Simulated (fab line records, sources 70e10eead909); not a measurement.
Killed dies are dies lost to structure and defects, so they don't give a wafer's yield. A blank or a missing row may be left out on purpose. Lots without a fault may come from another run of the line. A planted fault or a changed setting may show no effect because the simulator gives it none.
Tool commonality check | flow nand_harc | 2 lots, 6 wafers sampled

WHY IT WAS OPENED
At NHARC_END_SORT_01 the reading killed_dies is flagged on 2 of 2 lots. Wafers without a fault read 67, standard deviation 16.
Rule: a lot is flagged when every wafer of it that has a number lies more than 4 standard deviations from that mean, or none has a number. The other lots count as sound.

lot  | measured     | on        | killed_dies, wafer by wafer | flag
L192 | day 29 00:13 | prober-02 | 152 147 161                 | FLAGGED
L189 | day 29 01:47 | prober-01 | 136 137 133                 | FLAGGED
The numbers of the flagged lots are 144 on average: +77 against the usual, or +5 standard deviations.

WHICH TOOL RAN EACH LOT
The record holds 2 process steps before the reading, out of a route of 1302 steps. In each cell: the tool, then ch and the chambers that the sampled wafers went through, then the start.
lot  | flag    | NHARC_A_CHANNEL_FILL_D2_ETCHBACK_20 | NHARC_THIN_TSV_STRIP_45
L192 | FLAGGED | rie_diel-08 ch 0,3, day 19 06:47    | plasma_asher-01 ch 1, day 28 09:31
L189 | FLAGGED | rie_diel-08 ch 0,1, day 18 21:07    | plasma_asher-02 ch 0,1, day 28 08:32
What these steps do:
- NHARC_A_CHANNEL_FILL_D2_ETCHBACK_20: etches the open film in C4F8/O2/Ar, target depth 27 nm, time 13.5 s.
- NHARC_THIN_TSV_STRIP_45: strips in O2.
- NHARC_END_SORT_01

FLAGGED OVER TOTAL, TOOL BY TOOL (the gauges that took the reading come last)
step                                | tool            | lots run | flagged | share of the flagged lots | sound lots run after its first flagged lot
NHARC_A_CHANNEL_FILL_D2_ETCHBACK_20 | rie_diel-08     | 2        | 2       | all                       | 0
NHARC_THIN_TSV_STRIP_45             | plasma_asher-01 | 1        | 1       | some                      | 0
NHARC_THIN_TSV_STRIP_45             | plasma_asher-02 | 1        | 1       | some                      | 0
NHARC_END_SORT_01                   | prober-01       | 1        | 1       | some                      | 0
NHARC_END_SORT_01                   | prober-02       | 1        | 1       | some                      | 0

WHAT THE TABLE ALLOWS
1 row of the table ran every flagged lot: rie_diel-08 at NHARC_A_CHANNEL_FILL_D2_ETCHBACK_20.
- rie_diel-08 at NHARC_A_CHANNEL_FILL_D2_ETCHBACK_20: 2 of its 2 lots flagged. It ran no sound lot before its first flagged lot in this sample, so the start can't be narrowed down.
One tool is left: rie_diel-08 at NHARC_A_CHANNEL_FILL_D2_ETCHBACK_20.

WHAT THE SIMULATOR HAD PUT IN
Chamber particle source: rie_diel-08, from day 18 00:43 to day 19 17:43, at NHARC_A_CHANNEL_FILL_D2_ETCHBACK_20. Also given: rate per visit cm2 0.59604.
Lots struck among those shown: L192, L189. The rule above found the same.
